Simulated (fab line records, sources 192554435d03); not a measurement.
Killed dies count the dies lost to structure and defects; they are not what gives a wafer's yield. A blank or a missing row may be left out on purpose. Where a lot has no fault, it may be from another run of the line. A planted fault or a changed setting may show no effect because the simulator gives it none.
Matching of chambers ; flow n5_finfet ; 4 sister chambers for N5_BEOL_M3_DESCUM_16 on rie_diel-02
The step chemistry O2, time 7 s. 8 wafers are shown with their chamber, then 7 later ones without.

## WAFERS, EACH WITH ITS CHAMBER
wafer;chamber;throttle_valve_pct (%);oes_product_au (a.u.)
L075.1;3;20.69;0.73
L077.5;3;20.71;0.71
L077.6;2;20.30;0.70
L080.2;0;20.19;1.03
L080.4;2;20.29;0.71
L080.5;1;20.07;0.72
L081.1;1;20.08;0.71
L081.2;0;20.21;0.97

## WAFERS WITH NO CHAMBER GIVEN
wafer;throttle_valve_pct (%);oes_product_au (a.u.)
L081.6;20.73;0.71
L082.1;20.34;0.69
L082.3;20.73;0.71
L082.4;20.09;0.71
L083.2;20.21;0.95
L083.3;20.71;0.70
L083.6;20.23;0.96

## THE CHAMBER EACH PASSED THROUGH
wafer;from the rows above;in truth
L081.6;3;3
L082.1;2;2
L082.3;3;3
L082.4;1;1
L083.2;0;0
L083.3;3;3
L083.6;0;0
Correctly placed: 7 of 7. From these rows, 0 cannot be placed. Placed wrongly: 0.
How it was worked out, from the rows above alone: a wafer's distance from a chamber is the root of the sum, over the readings, of the square of ((its reading less the chamber's mean) divided by the reading's scatter). If the next closest chamber is less than 2 further off than the closest, the wafer can't be placed; otherwise it belongs to the closest. For every chamber, the mean is computed from those of its wafers that are shown. The scatter: the root of (the sum of the squares of (reading less its chamber's mean) over the shown wafers, divided by (wafers less chambers)).
